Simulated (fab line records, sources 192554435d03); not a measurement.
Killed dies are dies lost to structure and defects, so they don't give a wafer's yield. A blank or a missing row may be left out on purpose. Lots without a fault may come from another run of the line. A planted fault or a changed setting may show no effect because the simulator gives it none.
Which tool did it? | flow n5_finfet | 10 lots, 30 wafers sampled, at 5 steps of a route of 1938

WHAT THE GAUGES READ, wafer by wafer
N5_BEOL_M4_RC_MEAS_101. Usual: DIBL_N 36.4 mV/V, standard deviation 1.6; DIBL_P 36.2 mV/V, standard deviation 1.8; IOFF_N 0.159 nA/um, standard deviation 0.029; IOFF_P 0.21 nA/um, standard deviation 0.034; ION_N 670 uA/um, standard deviation 12; ION_P 459 uA/um, standard deviation 8.2; SS_N 71.5 mV/dec, standard deviation 0.59; SS_P 73.2 mV/dec, standard deviation 0.54; VT_N 250 mV, standard deviation 3.3; VT_P -250 mV, standard deviation 3.7.
lot  | measured     | on        | DIBL_N (mV/V)  | DIBL_P (mV/V)  | IOFF_N (nA/um)    | IOFF_P (nA/um) | ION_N (uA/um) | ION_P (uA/um) | SS_N (mV/dec)  | SS_P (mV/dec)  | VT_N (mV)   | VT_P (mV)      | flag
L697 | day 9 17:08  | prober-02 | 38.1 39.7 37.4 | 36.5 38.4 35.3 | 0.204 0.260 0.191 | 0.25 0.31 0.24 | 697 698 683   | 472 477 469   | 72.2 72.9 72.1 | 73.0 73.5 73.2 | 248 243 247 | -247 -241 -247 |
L698 | day 9 19:52  | prober-01 | 37.4 34.0 35.3 | 39.1 34.9 35.5 | 0.216 0.136 0.154 | 0.26 0.20 0.19 | 689 673 667   | 473 460 454   | 71.9 70.8 71.1 | 73.9 73.1 73.5 | 241 251 250 | -246 -253 -253 |
L699 | day 10 01:51 | prober-02 | 33.8 38.0 36.7 | 34.1 39.1 37.2 | 0.128 0.205 0.165 | 0.17 0.24 0.19 | 663 686 679   | 456 462 464   | 71.1 72.1 71.7 | 72.2 73.4 73.5 | 251 247 248 | -250 -246 -254 |
L704 | day 11 11:47 | prober-02 | 37.8 37.7 35.8 | 38.0 36.4 34.1 | 0.182 0.181 0.142 | 0.23 0.19 0.16 | 673 684 659   | 463 456 445   | 71.8 72.6 71.4 | 73.8 73.7 72.9 | 250 249 253 | -252 -254 -255 |
L708 | day 11 18:23 | prober-02 | 35.5 35.2 36.1 | 35.8 35.1 32.9 | 0.130 0.126 0.127 | 0.20 0.18 0.15 | 656 668 643   | 452 461 445   | 71.0 70.8 72.0 | 73.0 72.8 72.8 | 253 254 256 | -251 -252 -255 |
L711 | day 13 05:35 | prober-01 | 36.0 34.9 36.2 | 35.5 33.7 38.1 | 0.161 0.129 0.158 | 0.20 0.17 0.23 | 663 654 675   | 454 449 464   | 71.7 71.8 72.1 | 72.9 72.5 73.4 | 253 257 253 | -254 -254 -251 |
L713 | day 13 05:46 | prober-02 | 39.8 34.7 37.9 | 38.1 34.4 36.6 | 0.211 0.128 0.181 | 0.25 0.20 0.24 | 673 667 677   | 456 459 458   | 72.7 70.1 72.7 | 74.5 72.9 73.4 | 243 251 246 | -251 -249 -248 |
L715 | day 13 23:15 | prober-02 | 35.5 38.6 36.9 | 34.9 39.7 37.1 | 0.113 0.190 0.152 | 0.14 0.20 0.16 | 649 673 675   | 443 453 455   | 71.2 72.2 71.9 | 72.3 73.7 72.9 | 257 250 251 | -262 -253 -258 |
L716 | day 14 19:29 | prober-01 | 36.1 37.3 33.1 | 37.1 39.1 34.9 | 0.157 0.196 0.117 | 0.22 0.26 0.19 | 657 689 652   | 458 472 460   | 71.7 71.7 70.8 | 73.4 73.6 72.5 | 253 247 253 | -250 -248 -250 |
L717 | day 14 23:20 | prober-02 | 37.0 32.8 32.9 | 37.7 33.8 34.5 | 0.179 0.114 0.119 | 0.27 0.20 0.23 | 671 657 660   | 468 466 464   | 72.1 70.8 70.8 | 73.9 72.3 73.0 | 248 255 249 | -245 -246 -247 |

N5_BEOL_M6_RS_MEAS_57: measures by four-point-probe. Usual: M6_RS 0.288 ohm/sq, standard deviation 0.0089.
lot  | measured     | on            | M6_RS (ohm/sq)    | flag
L697 | day 10 19:36 | film_metro-01 | 0.286 0.286 0.286 |
L698 | day 10 21:47 | film_metro-01 | 0.291 0.286 0.293 |
L699 | day 10 23:20 | film_metro-02 | 0.284 0.283 0.293 |
L704 | day 12 10:19 | film_metro-02 | 0.302 0.282 0.285 |
L708 | day 12 15:17 | film_metro-02 | 0.285 0.290 0.277 |
L711 | day 14 01:26 | film_metro-01 | 0.278 0.306 0.281 |
L713 | day 14 08:25 | film_metro-02 | 0.289 0.294 0.278 |
L715 | day 14 23:19 | film_metro-02 | 0.282 0.293 0.285 |
L716 | day 15 16:52 | film_metro-02 | 0.289 0.284 0.277 |
L717 | day 15 20:49 | film_metro-02 | 0.267 0.283 0.287 |

N5_BEOL_M7_OVL_MEAS_12. Usual: M7_OVL 0.5 nm, standard deviation 0.59.
lot  | measured     | on         | M7_OVL (nm)   | flag
L697 | day 10 21:43 | overlay-01 | 0.5 1.2 1.6   |
L698 | day 10 23:38 | overlay-01 | 0.1 0.1 0.5   |
L699 | day 11 00:55 | overlay-02 | 0.2 0.1 0.4   |
L704 | day 12 12:38 | overlay-02 | 1.3 1.4 1.8   |
L708 | day 12 18:05 | overlay-02 | 0.6 1.6 0.4   |
L711 | day 14 05:15 | overlay-02 | 1.0 1.4 0.9   |
L713 | day 14 10:26 | overlay-01 | 0.2 0.1 0.1   |
L715 | day 15 01:52 | overlay-01 | 1.5 1.1 0.8   |
L716 | day 15 18:49 | overlay-01 | -0.1 1.1 -0.1 |
L717 | day 15 22:41 | overlay-01 | 1.1 0.8 0.6   |

WHICH TOOL RAN EACH LOT (tool, then ch and the chambers of the sampled wafers, then the start)
lot  | N5_BEOL_M6_DEGAS_44          | N5_BEOL_M7_PECVD_70
L697 | pvd_sputter-03, day 10 18:03 | pecvd-04 ch 0,2, day 10 20:52
L698 | pvd_sputter-01, day 10 19:57 | pecvd-01 ch 0,1, day 10 22:41
L699 | pvd_sputter-03, day 10 21:44 | pecvd-02 ch 1,2, day 11 00:11
L704 | pvd_sputter-01, day 12 08:31 | pecvd-01 ch 0,1, day 12 11:00
L708 | pvd_sputter-01, day 12 13:05 | pecvd-04 ch 0,2, day 12 16:26
L711 | pvd_sputter-01, day 13 23:13 | pecvd-02 ch 0,1,2, day 14 02:07
L713 | pvd_sputter-02, day 14 06:14 | pecvd-01 ch 0,1, day 14 09:34
L715 | pvd_sputter-01, day 14 20:31 | pecvd-04 ch 0,1,2, day 15 00:01
L716 | pvd_sputter-02, day 15 14:14 | pecvd-04 ch 0,1, day 15 17:34
L717 | pvd_sputter-01, day 15 18:59 | pecvd-01 ch 0,1,2, day 15 21:30
- N5_BEOL_M6_DEGAS_44: time 60 s.
- N5_BEOL_M7_PECVD_70: deposits SiO2 from TEOS/O2, target thk 20 nm, time 22.7 s.

WHAT THE TOOLS THEMSELVES READ (means of the sampled wafers that have a number; where no wafer has one, the mark that the record gives instead)
N5_BEOL_M6_DEGAS_44. Usual: heater_power_w 324 W, standard deviation 25.
lot  | tool           | heater_power_w (W) | flag
L697 | pvd_sputter-03 | 339                |
L698 | pvd_sputter-01 | 324                |
L699 | pvd_sputter-03 | 333                |
L704 | pvd_sputter-01 | 320                |
L708 | pvd_sputter-01 | 336                |
L711 | pvd_sputter-01 | 321                |
L713 | pvd_sputter-02 | 328                |
L715 | pvd_sputter-01 | 302                |
L716 | pvd_sputter-02 | 324                |
L717 | pvd_sputter-01 | 314                |

N5_BEOL_M7_PECVD_70. Usual: chamber_pressure_Torr 5.501 Torr, standard deviation 0.012; heater_power_outer_w 457 W, standard deviation 80; heater_power_w 766 W, standard deviation 120; showerhead_plenum_p_Torr 8.79 Torr, standard deviation 0.051; throttle_valve_pct 22.6 %, standard deviation 1.6.
lot  | tool     | chamber_pressure_Torr (Torr) | heater_power_outer_w (W) | heater_power_w (W) | showerhead_plenum_p_Torr (Torr) | throttle_valve_pct (%) | flag
L697 | pecvd-04 | 5.483                        | 436                      | 727                | 8.80                            | 21.8                   |
L698 | pecvd-01 | 5.495                        | 607                      | 986                | 8.81                            | 25.2                   |
L699 | pecvd-02 | 5.491                        | 395                      | 694                | 8.81                            | 22.3                   |
L704 | pecvd-01 | -                            | -                        | -                  | -                               | -                      | OFF
L708 | pecvd-04 | -                            | -                        | -                  | -                               | -                      | OFF
L711 | pecvd-02 | 5.495                        | 403                      | 717                | 8.83                            | 22.5                   |
L713 | pecvd-01 | 5.514                        | 483                      | 793                | 8.81                            | 23.7                   |
L715 | pecvd-04 | 5.493                        | 462                      | 758                | 8.78                            | 22.0                   |
L716 | pecvd-04 | 5.509                        | 472                      | 768                | 8.83                            | 22.4                   |
L717 | pecvd-01 | 5.490                        | 499                      | 822                | 8.79                            | 23.7                   |

THE ANSWER, worked out from the rows above alone
Rule: a lot is off if the mean of its wafers that have a number lies more than 3 standard deviations from the usual mean. A lot without any number at a reading at which 4 lots or more have one is off too. The other lots that the step has rows for count as sound. The gauges are gone through in route order, then the tools' own readings, and for those a lot's mean is taken as printed above. The first step at which some lot is off is used, and at that step the reading that is off furthest; a lot without a number counts as furthest.
Off: L704, L708, at N5_BEOL_M7_PECVD_70 (chamber_pressure_Torr). Without a number there: L704, L708.
A tool fits if, at that step or a process step before it, it ran every lot that is off, and no sound lot after the first of them. None of those tried fits.

WHAT THE SIMULATOR HAD PUT IN
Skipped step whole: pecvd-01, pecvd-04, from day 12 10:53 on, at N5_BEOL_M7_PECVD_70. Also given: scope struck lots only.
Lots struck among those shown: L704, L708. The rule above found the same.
